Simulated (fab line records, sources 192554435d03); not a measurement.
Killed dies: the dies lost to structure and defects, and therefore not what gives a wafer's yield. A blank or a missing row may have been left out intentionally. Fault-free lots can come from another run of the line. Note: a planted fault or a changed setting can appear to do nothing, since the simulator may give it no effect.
fab line records	flow n5Finfet
record: lots: 7	wafers: 21
route steps=1938 shown DUMMY_GATE@228 SD_EPI_P@301 SDB@353 HKMG_FIN@386
startH: hours from the record's first day to the start of the lot's first wafer shown	waitH: hours elapsed since this lot's preceding step	" as in the row above	L1.1+2: a single row standing in for several wafers	- no value, or no start given	* or withheld: withheld	< > ~ a bound
route shown NAME@n: a module of which the file shows steps, and the number in the route of the first	usual: mean and standard deviation over wafers with no fault	same: alike in all rows	chamber/n: place in a boat	sites: readings site by site	_std_site: standard deviation of those values	_edge_site: mean of outer sites minus mean of inner sites	radiusMm: for every site, how far away it sits from the centre of the wafer	mask NAME#n: copy n	behind: the tool/chamber that last shaped the wafer	hold: reason for holding the lot/hours on hold/outcome of the hold	device: transistor that didn't switch, given as n, p or np	end of line: the same wafers' tests at the end of the route	a step given without rows: its recipe and nothing more	killed: the dies lost at the first sort to structure and to defects; this is not the yield of the wafer	map: per-die view of a wafer (x killed, . not killed, _ where there is no die)
set.NAME: setting as actually run; set.NAME@STEP: the setting as run at that earlier step	model.NAME: the simulator's own value behind a step, which no gauge read
lots with deliberately changed settings; one table per step, one row per wafer
== steps ==
step: N5_DUMMY_GATE_EXPOSE_12
recipe: maskId: GATE	na: 0.33	sourceShape: annular	sigmaInner: 0.2	sigmaOuter: 0.6	polarization: unpolarized	targetCdNm: 25	doseMj: 34
lot.wafer	tool	chamber	startH	waitH	mask	set.doseMj
L075.1	euvScanner-02	0	53.16	-	GATE#0	32.22
L075.2+4	"	0	"	"	GATE#0	34
L081.2+4+6	euvScanner-01	0	89.73	-	GATE#0	34
L084.1	euvScanner-02	0	108.02	-	GATE#0	34
L084.5+6	"	0	"	"	GATE#0	32.23
L086.1+5	euvScanner-01	0	124.45	-	GATE#0	34
L086.4	"	0	"	"	GATE#0	31.91
L090.1+2	euvScanner-02	0	140.60	-	GATE#0	34
L090.4	"	0	"	"	GATE#0	31.77
L095.1	euvScanner-01	0	178.84	-	GATE#0	34
L095.2+3	"	0	"	"	GATE#0	32.81
L096.1+2	euvScanner-01	0	182.06	-	GATE#0	32.4
L096.6	"	0	"	"	GATE#0	34
step: N5_DUMMY_GATE_PEB_13
recipe: pebTempC: 100	pebTimeS: 60	resist: CAR-EUV
step: N5_DUMMY_GATE_DEVELOP_14
recipe: developTimeS: 30	developer: TMAH	resist: CAR-EUV	rinseLiquid: surfactantRinse	dry: airSpin	devTempC: 23
step: N5_DUMMY_GATE_CD_MEAS_15
recipe: targetCdNm: 25.8	landingEnergyEv: 500	detector: seInlens
usual: cdNm: 24.95/0.28
lot.wafer	tool	chamber	startH	waitH	set.doseMj@DUMMY_GATE_EXPOSE_12	cdNm
L075.1	cdSem-02	0	53.28	-	32.22	25.63
L075.2	"	0	"	"	34	24.71
L075.4	"	0	"	"	34	25.17
L081.2	cdSem-03	0	89.85	-	34	24.63
L081.4	"	0	"	"	34	25.14
L081.6	"	0	"	"	34	25.23
L084.1	cdSem-02	0	108.15	-	34	24.97
L084.5	"	0	"	"	32.23	26.37
L084.6	"	0	"	"	32.23	26.06
L086.1	cdSem-01	0	124.58	-	34	25.19
L086.4	"	0	"	"	31.91	26.21
L086.5	"	0	"	"	34	25.29
L090.1	cdSem-01	0	140.73	-	34	24.76
L090.2	"	0	"	"	34	25.18
L090.4	"	0	"	"	31.77	26.57
L095.1	cdSem-02	0	178.97	-	34	24.80
L095.2	"	0	"	"	32.81	25.73
L095.3	"	0	"	"	32.81	25.78
L096.1	cdSem-03	0	182.19	-	32.4	25.13
L096.2	"	0	"	"	32.4	25.94
L096.6	"	0	"	"	34	24.77
step: N5_DUMMY_GATE_STRIP_38
recipe: chemistry: N2/H2	tempC: 40	n2FlowSccm: 200	h2FlowSccm: 200	rfFrequencyHz: 6e+07
step: N5_DUMMY_GATE_STRIP_39
recipe: chemistry: N2/H2	tempC: 40	n2FlowSccm: 200	h2FlowSccm: 200	rfFrequencyHz: 6e+07
step: N5_DUMMY_GATE_TRIM_49
recipe: chemistry: O2	resist: SOC	timeS: 29	targetCdNm: 14	sourcePowerW: 300	biasPowerW: 0	O2_flow_sccm: 100	tempC: 20
lot.wafer	tool	chamber	startH	waitH	set.doseMj@DUMMY_GATE_EXPOSE_12	model.DUMMY_GATE.cdNm
L075.1	rieSi-06	1	53.65	0.0	32.22	14.2
L075.2	"	0	"	"	34	13.6
L075.4	"	0	"	"	34	13.8
L081.2	rieSi-04	3	90.20	0.0	34	14
L081.4	"	0	"	"	34	13.8
L081.6	"	1	"	"	34	14.8
L084.1	rieSi-01	0	108.67	0.0	34	14.4
L084.5	"	2	"	"	32.23	15
L084.6	"	3	"	"	32.23	15.4
L086.1	rieSi-01	3	124.94	0.0	34	14.4
L086.4	"	1	"	"	31.91	15.2
L086.5	"	1	"	"	34	14
L090.1	rieSi-06	2	141.09	0.0	34	13.8
L090.2	"	3	"	"	34	13.6
L090.4	"	1	"	"	31.77	15
L095.1	rieSi-01	0	179.33	0.0	34	13.8
L095.2+3	"	1,3	"	"	32.81	14.8
L096.1	rieSi-04	3	182.72	0.0	32.4	14.6
L096.2	"	2	"	"	32.4	14.8
L096.6	"	2	"	"	34	14
step: N5_DUMMY_GATE_STRIP_40
recipe: chemistry: CF4	resist: SiARC	powerW: 300	biasPowerW: 75	pressureMtorr: 50	cf4FlowSccm: 150	rfFrequencyHz: 6e+07
step: N5_DUMMY_GATE_CD_MEAS_50
recipe: targetCdNm: 14
usual: cdNm: 14.0/0.45
lot.wafer	tool	chamber	startH	waitH	set.doseMj@DUMMY_GATE_EXPOSE_12	cdNm
L075.1	cdSem-03	-	53.80	0.0	32.22	14.0
L075.2	"	-	"	"	34	13.2
L075.4	"	-	"	"	34	13.9
L081.2	cdSem-01	-	90.36	0.0	34	13.8
L081.4	"	-	"	"	34	13.9
L081.6	"	-	"	"	34	14.8
L084.1	cdSem-02	-	108.82	0.0	34	14.6
L084.5	"	-	"	"	32.23	15.2
L084.6	"	-	"	"	32.23	15.2
L086.1	cdSem-02	-	125.08	0.0	34	13.9
L086.4	"	-	"	"	31.91	15.0
L086.5	"	-	"	"	34	14.0
L090.1	cdSem-03	-	141.31	0.0	34	13.4
L090.2	"	-	"	"	34	13.4
L090.4	"	-	"	"	31.77	15.0
L095.1	cdSem-03	-	179.48	0.0	34	13.8
L095.2	"	-	"	"	32.81	14.7
L095.3	"	-	"	"	32.81	14.6
L096.1	cdSem-03	-	182.87	0.0	32.4	14.6
L096.2	"	-	"	"	32.4	14.8
L096.6	"	-	"	"	34	13.7
step: N5_DUMMY_GATE_ETCH_31
recipe: chemistry: C4F6/O2	target: SiO2	maskMaterial: SOC	targetDepthA: 825	timeS: 27.5	ionEnergyEv: 250	pressureMtorr: 30	sourceW: 345	biasW: 185	Ar_flow_sccm: 300	C4F6_flow_sccm: 10	O2_flow_sccm: 10
step: N5_DUMMY_GATE_STRIP_41
recipe: chemistry: O2	powerW: 400	tempC: 40	pressureMtorr: 30	rfFrequencyHz: 6e+07	biasPowerW: 0	overashFraction: 0.3	o2FlowSccm: 225
step: N5_DUMMY_GATE_HM_OPEN_21
recipe: chemistry: CH3F/O2	target: SiNx	targetDepthA: 1200	Ar_flow_sccm: 150	CH3F_flow_sccm: 30	O2_flow_sccm: 23	timeS: 171.4	pressureMtorr: 30	sourceW: 395	biasW: 73	ionEnergyEv: 120.7
lot.wafer	tool	chamber	startH	waitH	set.timeS@DUMMY_GATE_PECVD_30	model.SiO2_of_DUMMY_GATE_PECVD_30.thkNm
L075.1	rieDiel-01	1	53.93	0.0	9.625	39.6
L075.2	"	2	"	"	10.8	45.8
L075.4	"	3	"	"	9.625	40.4
L081.2+4	rieDiel-03	2,3	90.49	0.0	10.8	44.6
L081.6	"	2	"	"	10.8	46.2
L084.1	rieDiel-06	1	108.95	0.0	10.27	42.8
L084.5	"	0	"	"	10.27	43.2
L084.6	"	3	"	"	10.8	46
L086.1	rieDiel-01	0	125.22	0.0	10.8	46
L086.4	"	1	"	"	11.68	50
L086.5	"	0	"	"	10.8	46.4
L090.1	rieDiel-03	3	141.45	0.0	10.8	44.6
L090.2+4	"	0,3	"	"	10.8	45
L095.1	rieDiel-03	2	179.61	0.0	9.383	39.2
L095.2	"	0	"	"	10.8	45.6
L095.3	"	1	"	"	9.383	38.2
L096.1	rieDiel-06	2	183.00	0.0	10.8	44.8
L096.2	"	0	"	"	10.8	44.2
L096.6	"	1	"	"	10.8	45.6
step: N5_DUMMY_GATE_ETCH_32
recipe: chemistry: CF4	target: SiO2	targetDepthA: 35	timeS: 3.9	ionEnergyEv: 350	pressureMtorr: 10	icpW: 800	biasW: 400	cf4FlowSccm: 80
lot.wafer	tool	chamber	startH	waitH	set.timeS@DUMMY_GATE_PECVD_30	model.SiO2_of_DUMMY_GATE_PECVD_30.thkNm
L075.1	rieSi-01	3	54.09	0.1	9.625	36.2
L075.2	"	2	"	"	10.8	42.2
L075.4	"	0	"	"	9.625	37
L081.2+4	rieSi-04	0,1	90.65	0.1	10.8	41.2
L081.6	"	3	"	"	10.8	42.8
L084.1	rieSi-04	0	109.11	0.1	10.27	39.2
L084.5	"	3	"	"	10.27	39.6
L084.6	"	0	"	"	10.8	42.4
L086.1	rieSi-04	0	125.38	0.1	10.8	42.4
L086.4	"	3	"	"	11.68	46.6
L086.5	"	2	"	"	10.8	42.8
L090.1	rieSi-04	2	141.61	0.1	10.8	41
L090.2+4	"	0,1	"	"	10.8	41.6
L095.1	rieSi-06	1	179.77	0.1	9.383	35.6
L095.2	"	0	"	"	10.8	42.2
L095.3	"	2	"	"	9.383	34.6
L096.1	rieSi-01	3	183.16	0.1	10.8	41.4
L096.2	"	2	"	"	10.8	40.8
L096.6	"	3	"	"	10.8	42.4
step: N5_DUMMY_GATE_ETCH_23
recipe: chemistry: HBr/Cl2/O2	HBr_flow_sccm: 150	Cl2_flow_sccm: 80	O2_flow_sccm: 12	biasW: 102	targetDepthA: 410	timeS: 22.3	target: poly-Si	maskMaterial: SiO2	pressureMtorr: 10	icpW: 800
step: N5_DUMMY_GATE_ETCH_44
recipe: chemistry: HBr/O2	overEtchFrac: 0.7	targetDepthA: 1275	stopOn: SiO2	ionEnergyEv: 60	biasW: 20	target: poly-Si	maskMaterial: SiO2	pressureMtorr: 20	icpW: 400	HBr_flow_sccm: 120	O2_flow_sccm: 10
step: N5_DUMMY_GATE_ETCH_42
recipe: chemistry: CHF3/O2	target: SiO2	targetDepthA: 35	timeS: 31	ionEnergyEv: 30	biasW: 12	pressureMtorr: 30	sourceW: 600	Ar_flow_sccm: 200	CHF3_flow_sccm: 50	O2_flow_sccm: 5
lot.wafer	tool	chamber	startH	waitH	set.doseMj@DUMMY_GATE_EXPOSE_12	model.DUMMY_GATE.cdNm
L075.1	rieDiel-06	3	54.48	0.2	32.22	15
L075.2+4	"	0	"	"	34	14.6
L081.2+4	rieDiel-06	1,2	90.90	0.0	34	15
L081.6	"	1	"	"	34	16
L084.1	rieDiel-06	3	109.36	0.0	34	15
L084.5+6	"	1,2	"	"	32.23	16.2
L086.1	rieDiel-03	3	125.63	0.0	34	15.2
L086.4	"	0	"	"	31.91	16.4
L086.5	"	0	"	"	34	15.4
L090.1	rieDiel-01	2	141.96	0.1	34	14.6
L090.2	"	3	"	"	34	15
L090.4	"	1	"	"	31.77	16
L095.1	rieDiel-03	3	180.03	0.1	34	14.8
L095.2	"	0	"	"	32.81	15.8
L095.3	"	1	"	"	32.81	16
L096.1	rieDiel-01	3	183.41	0.0	32.4	15.8
L096.2	"	0	"	"	32.4	16.2
L096.6	"	3	"	"	34	15
step: N5_SD_EPI_P_PEB_07
recipe: pebTempC: 110	pebTimeS: 60	resist: CAR-ArF-block
lot.wafer	tool	chamber	startH	waitH	set.pebTimeS
L075.1+2	lithoTrack-02	0	60.17	0.1	60
L075.4	"	0	"	"	63.39
L081.2+4+6	lithoTrack-03	0	99.85	0.0	60
L084.1+5	lithoTrack-05	0	115.44	0.1	52.66
L084.6	"	0	"	"	60
L086.1+5	lithoTrack-03	0	132.63	0.1	55.65
L086.4	"	0	"	"	60
L090.1+2+4	lithoTrack-03	0	149.27	0.1	60
L095.1+2	lithoTrack-05	0	187.22	0.1	65.53
L095.3	"	0	"	"	60
L096.1+2	lithoTrack-05	0	189.63	0.1	48.7
L096.6	"	0	"	"	60
step: N5_SD_EPI_P_DEVELOP_08
recipe: developTimeS: 30	developer: TMAH	resist: CAR-ArF-block	devTempC: 23	rinseLiquid: diw	dry: airSpin
step: N5_SD_EPI_P_CD_MEAS_09
recipe: targetCdNm: 240	landingEnergyEv: 500	detector: seInlens
usual: cdNm: 239.2/0.92
lot.wafer	tool	chamber	startH	waitH	set.pebTimeS@SD_EPI_P_PEB_07	cdNm
L075.1	cdSem-02	0	60.24	-	60	239.6
L075.2	"	0	"	"	60	239.5
L075.4	"	0	"	"	63.39	241.6
L081.2	cdSem-02	0	99.92	-	60	239.5
L081.4	"	0	"	"	60	239.2
L081.6	"	0	"	"	60	239.1
L084.1	cdSem-01	0	115.50	-	52.66	235.3
L084.5	"	0	"	"	52.66	235.7
L084.6	"	0	"	"	60	240.3
L086.1	cdSem-03	0	132.70	-	55.65	236.7
L086.4	"	0	"	"	60	238.6
L086.5	"	0	"	"	55.65	236.1
L090.1	cdSem-03	0	149.34	-	60	239.8
L090.2	"	0	"	"	60	238.1
L090.4	"	0	"	"	60	238.8
L095.1	cdSem-02	0	187.29	-	65.53	240.5
L095.2	"	0	"	"	65.53	239.5
L095.3	"	0	"	"	60	239.1
L096.1	cdSem-02	0	189.70	-	48.7	230.9
L096.2	"	0	"	"	48.7	230.0
L096.6	"	0	"	"	60	239.0
step: N5_SD_EPI_P_DESCUM_14
recipe: chemistry: O2	timeS: 7.9	sourcePowerW: 50	biasPowerW: 20	pressureMtorr: 20	rfFrequencyHz: 2.712e+07	tempC: 40	resist: CAR-ArF-block	o2FlowSccm: 225
lot.wafer	tool	chamber	startH	waitH	set.pebTimeS@SD_EPI_P_PEB_07	model.SD_EPI_P.cdNm
L075.1	rieDiel-06	0	60.33	0.0	60	239.4
L075.2	"	3	"	"	60	239.6
L075.4	"	3	"	"	63.39	242
L081.2+6	rieDiel-06	0,1	100.00	0.0	60	239.6
L081.4	"	1	"	"	60	239
L084.1	rieDiel-03	2	115.59	0.0	52.66	235.4
L084.5	"	2	"	"	52.66	236.2
L084.6	"	1	"	"	60	240.6
L086.1	rieDiel-03	0	132.79	0.0	55.65	237
L086.4	"	1	"	"	60	238.4
L086.5	"	0	"	"	55.65	236.2
L090.1	rieDiel-01	3	149.43	0.0	60	239.8
L090.2	"	1	"	"	60	237.8
L090.4	"	2	"	"	60	239.2
L095.1+2	rieDiel-03	3,2	187.38	0.0	65.53	240
L095.3	"	0	"	"	60	238.8
L096.1	rieDiel-06	3	189.78	0.0	48.7	231
L096.2	"	2	"	"	48.7	230
L096.6	"	2	"	"	60	239
step: N5_SDB_EXPOSE_08
recipe: maskId: SDB	na: 1.35	sourceShape: conventional	sigmaOuter: 0.5	polarization: unpolarized	doseMj: 49.6
lot.wafer	tool	chamber	startH	waitH	mask	set.doseMj
L075.1+2+4	arfiScanner-03	0	71.64	-	SDB#0	49.6
L081.2+4+6	arfiScanner-03	0	111.14	-	SDB#0	49.6
L084.1	arfiScanner-03	0	126.84	-	SDB#0	46.21
L084.5+6	"	0	"	"	SDB#0	49.6
L086.1+4	arfiScanner-01	0	143.90	-	SDB#0	49.6
L086.5	"	0	"	"	SDB#0	52.43
L090.1+2+4	arfiScanner-02	0	160.57	-	SDB#0	49.6
L095.1+2+3	arfiScanner-03	0	198.48	-	SDB#0	49.6
L096.1+2	arfiScanner-03	0	203.39	-	SDB#0	45.95
L096.6	"	0	"	"	SDB#0	49.6
step: N5_SDB_PEB_09
recipe: pebTempC: withheld	pebTimeS: 60	resist: CAR-ArF
step: N5_SDB_DEVELOP_10
recipe: developTimeS: 30	developer: TMAH	resist: CAR-ArF	rinseLiquid: diw	dry: airSpin	devTempC: 23
step: N5_SDB_CD_MEAS_11
recipe: targetCdNm: 50	landingEnergyEv: 500	detector: seInlens	polarity: opening
usual: cdNm: 50.0/1.2
lot.wafer	tool	chamber	startH	waitH	set.doseMj@SDB_EXPOSE_08	cdNm
L075.1	cdSem-01	0	71.77	-	49.6	50.6
L075.2	"	0	"	"	49.6	49.0
L075.4	"	0	"	"	49.6	51.7
L081.2	cdSem-01	0	111.26	-	49.6	51.7
L081.4	"	0	"	"	49.6	51.0
L081.6	"	0	"	"	49.6	51.5
L084.1	cdSem-03	0	126.97	-	46.21	44.1
L084.5	"	0	"	"	49.6	50.2
L084.6	"	0	"	"	49.6	52.5
L086.1	cdSem-02	0	144.03	-	49.6	49.4
L086.4	"	0	"	"	49.6	48.2
L086.5	"	0	"	"	52.43	56.7
L090.1	cdSem-03	0	160.70	-	49.6	48.3
L090.2	"	0	"	"	49.6	49.9
L090.4	"	0	"	"	49.6	49.7
L095.1	cdSem-03	0	198.61	-	49.6	50.1
L095.2	"	0	"	"	49.6	47.0
L095.3	"	0	"	"	49.6	49.0
L096.1	cdSem-01	0	203.51	-	45.95	39.9
L096.2	"	0	"	"	45.95	42.0
L096.6	"	0	"	"	49.6	49.7
step: N5_HKMG_FIN_HK_ALD_01
recipe: material: HfO2	targetThkA: 16	tempC: withheld	aldPrecursorFamily: HfCl4	aldCoReactant: H2O	pulseTimeS: 3	purgeTimeS: 3	coReactantPurgeTimeS: 2.5	coReactantPulseTimeS: 0.3	aldCycles: 30
lot.wafer	tool	chamber	startH	waitH	set.aldCycles
L075.1+4	aldHk-02	0,3	76.47	0.0	30
L075.2	"	1	"	"	34
L081.2+4+6	aldHk-01	1,0,0	116.18	0.0	30
L084.1+5+6	aldHk-02	2,2,1	131.51	0.0	30
L086.1+4+5	aldHk-03	0,3,3	149.12	0.0	30
L090.1	aldHk-03	1	165.53	0.0	34
L090.2+4	"	0,3	"	"	30
L095.1+2	aldHk-03	2,0	203.29	0.0	33
L095.3	"	3	"	"	30
L096.1	aldHk-03	0	208.30	0.0	26
L096.2+6	"	1,3	"	"	30
step: N5_HKMG_FIN_EXPOSE_46
recipe: maskId: NDIPOLE	na: 1.35	sourceShape: conventional	sigmaOuter: 0.8	polarization: unpolarized	doseMj: 40
lot.wafer	tool	chamber	startH	waitH	mask	set.doseMj
L075.1+2+4	arfiScanner-03	0	77.39	-	NDIPOLE#0	40
L081.2+4+6	arfiScanner-02	0	117.00	-	NDIPOLE#0	40
L084.1+5+6	arfiScanner-02	0	132.44	-	NDIPOLE#0	40
L086.1+4	arfiScanner-01	0	149.82	-	NDIPOLE#0	42.29
L086.5	"	0	"	"	NDIPOLE#0	40
L090.1	arfiScanner-03	0	166.37	-	NDIPOLE#0	41.29
L090.2+4	"	0	"	"	NDIPOLE#0	40
L095.1+2+3	arfiScanner-01	0	204.11	-	NDIPOLE#0	40
L096.1+6	arfiScanner-01	0	209.41	-	NDIPOLE#0	38.53
L096.2	"	0	"	"	NDIPOLE#0	40
step: N5_HKMG_FIN_PEB_47
recipe: pebTempC: withheld	pebTimeS: 60	resist: CAR-ArF
step: N5_HKMG_FIN_DEVELOP_48
recipe: developTimeS: 30	developer: TMAH	resist: CAR-ArF	rinseLiquid: diw	dry: airSpin	devTempC: 23
step: N5_HKMG_FIN_WET_ETCH_82
recipe: chemistry: dHCl	mix: 1:10000	tempC: 25	target: La2O3	stopOn: HfO2	targetDepthNm: 2	dry: ipaMarangoni	rinseTimeS: 30	rinseTempC: 23
step: N5_HKMG_FIN_ALD_36
recipe: material: TiN	targetThkA: 10	tempC: 400	aldPrecursorFamily: TiCl4	aldCoReactant: NH3	pulseTimeS: 1	purgeTimeS: 3	coReactantPurgeTimeS: 2	coReactantPulseTimeS: 2	aldCycles: 47	pressureTorr: 3
step: N5_HKMG_FIN_THK_MEAS_70
recipe: thkMeasGauge: xrf	reads: HfO2_of_HKMG_FIN_HK_ALD_01
usual: HK_THK: 1.538/0.017
lot.wafer	tool	chamber	startH	waitH	set.aldCycles@HKMG_FIN_HK_ALD_01	HK_THK[nm]
L075.1	filmMetro-02	-	80.01	0.2	30	1.540
L075.2	"	-	"	"	34	1.770
L075.4	"	-	"	"	30	1.521
L081.2	filmMetro-01	-	119.62	0.2	30	1.526
L081.4	"	-	"	"	30	1.554
L081.6	"	-	"	"	30	1.549
L084.1	filmMetro-02	-	135.06	0.2	30	1.555
L084.5	"	-	"	"	30	1.574
L084.6	"	-	"	"	30	1.558
L086.1	filmMetro-01	-	153.08	0.2	30	1.529
L086.4	"	-	"	"	30	1.537
L086.5	"	-	"	"	30	1.515
L090.1	filmMetro-01	-	169.37	0.2	34	1.732
L090.2	"	-	"	"	30	1.519
L090.4	"	-	"	"	30	1.522
L095.1	filmMetro-02	-	206.88	0.2	33	1.699
L095.2	"	-	"	"	33	1.709
L095.3	"	-	"	"	30	1.581
L096.1	filmMetro-01	-	212.03	0.2	26	1.306
L096.2	"	-	"	"	30	1.535
L096.6	"	-	"	"	30	1.526
== key ==
split: step: N5_DUMMY_GATE_EXPOSE_12	setting: doseMj	stated: 34	by: wafer
response: step: N5_DUMMY_GATE_CD_MEAS_15	reading: cdNm	change: -0.198	per: 1%	r: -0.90
response: step: N5_DUMMY_GATE_TRIM_49	reading: model.DUMMY_GATE.cdNm	change: -0.166	per: 1%	r: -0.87
response: step: N5_DUMMY_GATE_CD_MEAS_50	reading: cdNm	change: -0.179	per: 1%	r: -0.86
response: step: N5_DUMMY_GATE_ETCH_42	reading: model.DUMMY_GATE.cdNm	change: -0.186	per: 1%	r: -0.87
split: step: N5_SD_EPI_P_PEB_07	setting: pebTimeS	stated: 60	by: wafer
response: step: N5_SD_EPI_P_CD_MEAS_09	reading: cdNm	change: +0.38	per: 1%	r: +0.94
response: step: N5_SD_EPI_P_DESCUM_14	reading: model.SD_EPI_P.cdNm	change: +0.381	per: 1%	r: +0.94
split: step: N5_SDB_EXPOSE_08	setting: doseMj	stated: 49.6	by: wafer
response: step: N5_SDB_CD_MEAS_11	reading: cdNm	change: +1.2	per: 1%	r: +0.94
split: step: N5_HKMG_FIN_HK_ALD_01	setting: aldCycles	stated: 30	by: wafer
response: step: N5_HKMG_FIN_THK_MEAS_70	reading: HK_THK	change: +0.0161	per: 1%	r: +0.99
split: step: N5_HKMG_FIN_EXPOSE_46	setting: doseMj	stated: 40	by: wafer
response none clear
split outsideThisFile step=N5_DUMMY_GATE_PECVD_30 setting=timeS
split outsideThisFile: this setting was split too, and the file shows its column; the key of that split is in another file
